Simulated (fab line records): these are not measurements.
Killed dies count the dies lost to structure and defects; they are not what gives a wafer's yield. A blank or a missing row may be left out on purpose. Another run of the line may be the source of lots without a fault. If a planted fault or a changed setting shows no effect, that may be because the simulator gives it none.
Matching of chambers ; flow nand harc ; rie diel-06 running NHARC_A_CONTACT_DESCUM_13: 4 sister chambers
The step chemistry O2, time 3 s. 8 wafers are shown with their chamber, then 8 later ones without.

WAFERS PAIRED WITH THEIR CHAMBERS
wafer;chamber;drypump motor current A (A);showerhead plenum p Torr (Torr)
L083.2;2;5.9;1.87
L083.5;1;5.1;1.88
L086.3;3;6.4;1.86
L086.5;0;5.6;1.88
L088.1;3;6.4;1.86
L088.2;1;5.1;1.87
L088.4;2;5.8;1.87
L090.1;0;5.6;1.88

WAFERS WITHOUT THEIR CHAMBER
wafer;drypump motor current A (A);showerhead plenum p Torr (Torr)
L090.3;5.1;1.87
L090.5;5.1;1.87
L091.4;5.1;1.87
L091.5;6.4;1.86
L091.6;5.6;1.88
L095.3;5.1;1.87
L095.5;6.4;1.85
L095.6;5.9;1.87

THE CHAMBER EACH PASSED THROUGH
wafer;from the rows above;in truth
L090.3;1;1
L090.5;1;1
L091.4;1;1
L091.5;3;3
L091.6;0;0
L095.3;1;1
L095.5;3;3
L095.6;2;2
Correctly placed: 8 of 8. Left unplaced by these rows: 0. Number placed wrongly: 0.
How it was worked out, from the rows above alone: a wafer's distance from a chamber is the root of the sum, over the readings, of the square of ((its reading less the chamber's mean) divided by the reading's scatter). If the next closest chamber is less than 2 further off than the closest, the wafer can't be placed; otherwise it belongs to the closest. A chamber's mean is the mean of its shown wafers. The scatter is the square root of a quotient: the sum, over the shown wafers, of each reading's squared deviation from its chamber's mean, divided by wafers minus chambers.
